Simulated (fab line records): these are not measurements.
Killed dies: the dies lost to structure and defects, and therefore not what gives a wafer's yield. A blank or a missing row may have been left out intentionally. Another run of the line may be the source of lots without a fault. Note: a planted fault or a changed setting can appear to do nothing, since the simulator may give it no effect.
Struck lot and sound lot, side by side | flow n5 finfet | 27 out of 1938 route steps
Sound: the wafers L560.2, L560.3, L560.5. Wafers struck: L574.1, L574.4, L574.6. Last of all comes the cause.
Each step with rows lists, per side, the tool, then ch with its chambers, then its first start. Under that, the readings that differ: sound wafers | struck wafers | difference of the means | sigmas: that difference in standard deviations of wafers without a fault.
alike: readings whose means differ by less than 2 such deviations, and words and numbers that are the same on both sides. not compared: withheld readings, readings that some wafer has no value for, bounds like >300 that may hide the same value, and numbers for which the record gives no deviation and whose values overlap.
A row with sigmas, a row that says differs or no value, or rows on one side alone: a step with any of these is where the two part. Numbers that don't overlap but have no deviation are shown without sigmas and don't part them. A reading that every wafer of one side lacks parts them only if that side has two wafers or more.

first, 2 steps without rows for these wafers: N5_BEOL_M4_CO_CAP_55 (material Co, precursor CCTBA/H2, target thk 2 nm, time 102.1 s); N5_BEOL_M4_PRE_CLEAN_56 (time 15 s).
N5_BEOL_M4_DEP_57: deposits SiCN from 3MS/NH3, target thk 8 nm, time 14 s.
  sound on pecvd-02 ch 1, day 9 17:16; struck on pecvd-02 ch 0,1,2, day 13 09:50
  alike: showerhead plenum p Torr, throttle valve pct
N5_BEOL_M4_RS_MEAS_58: measurement is done with a four-point probe.
  sound on film metro-02 at day 9 17:22; struck on film metro-01 at day 13 09:54
  alike: M4_RS
N5_BEOL_M4_INSPECT_59: inspects for defects (darkfield).
  sound on defect inspect-02 at day 9 17:23; struck on defect inspect-01 at day 13 09:56
  alike: raw defect count
N5_BEOL_M4_RC_MEAS_101:
  sound on prober-02 ch 0, day 9 17:34; struck on prober-01 ch 0, day 13 09:58
  alike: DIBL_N, DIBL_P, IOFF_N, IOFF_P, ION_N, ION_P, SS_N, SS_P, VT_N, VT_P
N5_BEOL_M5_ILD_DEP_00: deposits SiCOH lowk from DEMS/porogen, target thk 140.64 nm, time 25.9 s.
  sound on pecvd-03 ch 1,2, day 9 18:22; struck on pecvd-03 ch 0,1,2, day 13 10:56
  alike: heater power outer w, heater power w, showerhead plenum p Torr, throttle valve pct
N5_BEOL_M5_CURE_79: cures SiCOH lowk, time 240 s.
  sound on uv cure-01 ch 2, day 9 18:31; struck on uv cure-03 ch 1, day 13 10:59
  alike: lamp power pct, wafer_temp_C_max
N5_BEOL_M5_THK_MEAS_01:
  sound on film metro-02 at day 9 18:56; struck on film metro-02 at day 13 11:59
  alike: M5_ILD_THK
then, 3 steps without rows for these wafers: N5_BEOL_M5_PECVD_70 (deposits SiO2 from TEOS/O2, target thk 16 nm, time 18 s); N5_BEOL_M5_HM_DEP_02 (deposits TiN, target thk 20 nm); N5_BEOL_M5_COAT_59 (time 60 s, resist thk 60 nm).
N5_BEOL_M5_COAT_60: time 60 s, resist thk 12 nm.
  sound on litho track-03 ch 0, day 9 19:31; struck on litho track-03 ch 0, day 13 13:25
  reading              | sound                | struck               | difference | sigmas
  spin speed rpm (rpm) | 1500.5 1500.5 1501.0 | 1555.0 1554.5 1554.7 | +54.1      | +54
  alike: chill plate temp C
then, 7 steps without rows for these wafers: N5_BEOL_M5_COAT_71 (time 60 s, resist thk 5 nm); N5_BEOL_M5_COAT_05 (resist thk 30 nm); N5_BEOL_M5_EBR_07; N5_BEOL_M5_SOFTBAKE_06 (time 60 s); N5_BEOL_M5_EXPOSE_08 (exposes mask M5, target cd 28 nm); N5_BEOL_M5_PEB_09 (peb time 60 s); N5_BEOL_M5_DEVELOP_10 (develop time 30 s).
N5_BEOL_M5_CD_MEAS_11: the cd target is 27.74 nm.
  sound on cd sem-02 ch 0, day 9 19:47; struck on cd sem-01 ch 0, day 13 13:40
  alike: cd nm
N5_BEOL_M5_OVL_MEAS_12:
  sound on overlay-01 ch 0, day 9 19:49; struck on overlay-02 ch 0, day 13 13:42
  alike: M5_OVL
N5_BEOL_M5_INSPECT_13: inspects for defects (brightfield).
  sound on defect inspect-02 at day 9 19:52; struck on defect inspect-02 at day 13 13:46
  reading          | sound       | struck      | difference | sigmas
  raw defect count | 378 336 360 | 620 479 607 | +211       | +2
then, 1 step without rows for these wafers: N5_BEOL_M5_DESCUM_16 (chemistry O2, time 7 s).
N5_BEOL_M5_ETCH_72: etches underlayer in N2/H2, target depth 6.5 nm, time 5.2 s.
  sound on rie diel-06 ch 1,3, day 9 19:56; struck on rie diel-05 ch 0,1,2, day 13 14:19
  alike: drypump motor current A, etch rf on time s, n2 flow sccm, oes product au, rf vpp V, showerhead plenum p Torr, throttle valve pct
  not compared: rf hours counter h
N5_BEOL_M5_ETCH_61: etches SiARC in CF4, target depth 15.6 nm, time 26 s.
  sound on rie diel-06 ch 1,3, day 9 19:57; struck on rie diel-05 ch 0,1,2, day 13 14:19
  reading                  | sound             | struck            | difference | sigmas
  etch rf on time s (s)    | 26.2 27.5 26.2    | 25.0 24.6 25.1    | -1.7       | -2
  model.etch.depth nm (nm) | 12.08 12.07 12.11 | 11.75 11.78 11.77 | -0.32      |
  alike: drypump motor current A, oes product au, rf vpp V, showerhead plenum p Torr, throttle valve pct
  not compared: rf hours counter h
N5_BEOL_M5_ETCH_62: etches SOC in N2/H2, target depth 75 nm, overetch 15 nm, time 112.5 s.
  sound on rie diel-06 ch 1,3, day 9 19:59; struck on rie diel-05 ch 0,1,2, day 13 14:21
  alike: drypump motor current A, n2 flow sccm, oes product au, rf vpp V, showerhead plenum p Torr, throttle valve pct
  not compared: rf hours counter h

WHERE THEY PART
First at N5_BEOL_M5_COAT_60; last, within this record, at N5_BEOL_M5_ETCH_61. Later steps at which nothing parts them and some readings are alike: N5_BEOL_M5_ETCH_62.

WHY: what had been put in by the simulator
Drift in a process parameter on litho track-03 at N5_BEOL_M5_COAT_60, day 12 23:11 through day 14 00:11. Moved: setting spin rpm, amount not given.
